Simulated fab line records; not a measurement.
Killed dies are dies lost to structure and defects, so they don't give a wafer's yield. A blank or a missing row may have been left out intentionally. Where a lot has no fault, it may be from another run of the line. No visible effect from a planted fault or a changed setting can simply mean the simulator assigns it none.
What tool caused it?	flow nand harc	12 lots, 36 wafers sampled, at 5 steps of a route of 1159

WHAT THE GAUGES READ, wafer by wafer
NHARC_END_SORT_01.
lot	measured	on	killed at array	killed at other	killed at periphery	killed dies	killed open	killed short
L516	day 24 23:32	prober-02	642 625 70	3 1 2	2 3 1	647 629 73	8 7 3	1 0 2
L519	day 24 23:53	prober-01	32 51 640	1 1 0	1 1 2	34 53 642	2 5 2	3 1 0
L520	day 25 05:44	prober-02	43 618 33	2 0 1	1 1 1	46 619 35	7 4 2	3 1 1

WHICH TOOL RAN EACH LOT (tool, then ch and the chambers of the sampled wafers, then the start)
lot	NHARC_A_CONTACT_DESCUM_74	NHARC_A_CONTACT_ETCH_76	NHARC_A_CONTACT_ETCH_125	NHARC_A_CONTACT_ETCH_126
L497	rie diel-04 ch 1,3, day 17 04:14	rie diel-04 ch 0,3, day 17 04:27	har cap etch-03 ch 0,1, day 17 05:34	har cap etch-03 ch 0,1, day 17 05:43
L498	rie diel-02 ch 0,1, day 17 05:15	rie diel-02 ch 2,3, day 17 05:28	har cap etch-01 ch 0,1, day 17 06:37	har cap etch-01 ch 0,1, day 17 06:46
L499	rie diel-04 ch 1,2, day 17 09:44	rie diel-04 ch 1,2, day 17 10:02	har cap etch-03 ch 0,1, day 17 11:28	har cap etch-03 ch 0,1, day 17 11:40
L503	rie diel-05 ch 0,2,3, day 18 11:58	rie diel-05 ch 0,2,3, day 18 12:20	har cap etch-03 ch 0,1, day 18 13:47	har cap etch-03 ch 0,1, day 18 13:56
L508	rie diel-02 ch 1,2, day 19 15:13	rie diel-02 ch 0,2,3, day 19 15:25	har cap etch-03 ch 0,1, day 19 16:37	har cap etch-03 ch 0,1, day 19 16:45
L511	rie diel-04 ch 0,1,3, day 19 17:14	rie diel-04 ch 0,1,3, day 19 17:28	har cap etch-01 ch 0,1, day 19 18:37	har cap etch-01 ch 0,1, day 19 18:45
L509	rie diel-05 ch 0,1,2, day 20 02:23	rie diel-05 ch 1,2, day 20 02:49	har cap etch-03 ch 0,1, day 20 04:16	har cap etch-03 ch 0,1, day 20 04:24
L513	rie diel-02 ch 0,1,2, day 20 18:47	rie diel-02 ch 1,2,3, day 20 19:01	har cap etch-01 ch 0,1, day 20 20:08	har cap etch-01 ch 0,1, day 20 20:17
L512	rie diel-04 ch 0,2,3, day 20 20:32	rie diel-04 ch 1,2,3, day 20 20:44	har cap etch-03 ch 0,1, day 20 22:01	har cap etch-03 ch 0,1, day 20 22:12
L516	rie diel-04 ch 1,2,3, day 22 00:20	rie diel-04 ch 0,1, day 22 00:33	har cap etch-01 ch 0,1, day 22 01:46	har cap etch-01 ch 0,1, day 22 01:55
L519	rie diel-04 ch 0,1,3, day 22 04:25	rie diel-04 ch 0,1,3, day 22 04:37	har cap etch-03 ch 1, day 22 05:46	har cap etch-03 ch 1, day 22 05:54
L520	rie diel-04 ch 0,1,3, day 22 05:40	rie diel-04 ch 0,1,3, day 22 05:50	har cap etch-02 ch 0,1, day 22 07:03	har cap etch-02 ch 0,1, day 22 07:14
- NHARC_A_CONTACT_DESCUM_74: chemistry O2, time 3 s.
- NHARC_A_CONTACT_ETCH_76: etches the open film in N2/H2, target depth 260 nm, time 475.3 s.
- NHARC_A_CONTACT_ETCH_125: etches the open film in C4F8/O2/Ar, time 155 s, target depth 956 nm.
- NHARC_A_CONTACT_ETCH_126: etches the open film in C4F8/O2/Ar, time 155 s, target depth 956 nm.

WHAT THE TOOLS THEMSELVES READ (means of the sampled wafers that have a number; where no wafer has one, the mark that the record gives instead)
NHARC_A_CONTACT_DESCUM_74.
lot	tool	drypump motor current A (A)	oes product au (a.u.)	rf vpp V (V)	showerhead plenum p Torr (Torr)	throttle valve pct (%)
L497	rie diel-04	5.0	1.001	56.5	1.80	11.313
L498	rie diel-02	5.9	1.002	57.8	1.79	11.306
L499	rie diel-04	5.3	1.007	58.2	1.88	11.310
L503	rie diel-05	6.2	1.013	59.0	1.94	11.312
L508	rie diel-02	5.9	1.002	57.2	1.80	11.304
L511	rie diel-04	5.5	1.001	57.1	1.84	11.314
L509	rie diel-05	6.0	0.990	57.5	1.94	11.308
L513	rie diel-02	5.7	1.005	57.7	1.80	11.316
L512	rie diel-04	5.5	1.005	57.9	1.90	11.308
L516	rie diel-04	5.2	1.000	57.7	1.86	11.317
L519	rie diel-04	5.5	1.000	57.8	1.84	11.312
L520	rie diel-04	5.5	1.001	57.9	1.84	11.311

NHARC_A_CONTACT_ETCH_76.
lot	tool	drypump motor current A (A)	oes product au (a.u.)	rf vpp V (V)	run length s (s)	showerhead plenum p Torr (Torr)	throttle valve pct (%)
L497	rie diel-04	5.4	1.005	428.7	496.8	1.96	14.173
L498	rie diel-02	6.0	1.003	428.1	496.9	1.93	14.179
L499	rie diel-04	5.3	1.004	431.7	496.4	2.07	14.175
L503	rie diel-05	6.2	1.008	431.1	496.5	2.07	14.166
L508	rie diel-02	5.8	1.002	426.5	496.9	1.92	14.175
L511	rie diel-04	5.5	1.000	427.9	496.5	1.96	14.172
L509	rie diel-05	6.1	1.003	430.4	496.8	2.06	14.169
L513	rie diel-02	6.0	1.001	428.1	497.0	1.91	14.173
L512	rie diel-04	5.1	0.992	429.9	496.7	1.99	14.163
L516	rie diel-04	6.0	0.993	429.1	407.7	2.01	14.176
L519	rie diel-04	5.5	0.999	428.6	452.4	1.96	14.169
L520	rie diel-04	5.5	1.000	428.8	452.2	1.96	14.168

THE ANSWER, worked out from the rows above alone
Rule: the lots themselves supply what counts as usual. The widest of any qualifying gaps counts: lots, ordered by their means at a reading, are off when they make up no more than a third of the lots, leave a main group of 4 or more, and stand apart from it by 3 or more times the standard deviation of that group's means. The tables above print the reading to a certain number of digits; a main group whose means all agree to those digits is not used. Also off: a lot with no number at a reading for which 4 or more lots have one. The other lots that the step has rows for count as sound. After the gauges, taken in route order, come the tools' own readings; for these a lot's mean is taken, as printed above. At the first step where some lot is off, the reading lying furthest off is the one used; lots without a number count as furthest.
Off: L516, L519, L520, at NHARC_A_CONTACT_ETCH_76 (run length s). Main group: mean 496.7 s, sd 0.2.
A tool fits if, at that step or a process step before it, it ran every lot that is off, and no sound lot after the first of them. One fits: rie diel-04 at NHARC_A_CONTACT_DESCUM_74 and NHARC_A_CONTACT_ETCH_76. At NHARC_A_CONTACT_DESCUM_74 its last sound lot is L512 (day 20 20:32), its first lot that is off L516 (day 22 00:20): a fault that began between those two fits.

WHAT THE SIMULATOR PUT IN
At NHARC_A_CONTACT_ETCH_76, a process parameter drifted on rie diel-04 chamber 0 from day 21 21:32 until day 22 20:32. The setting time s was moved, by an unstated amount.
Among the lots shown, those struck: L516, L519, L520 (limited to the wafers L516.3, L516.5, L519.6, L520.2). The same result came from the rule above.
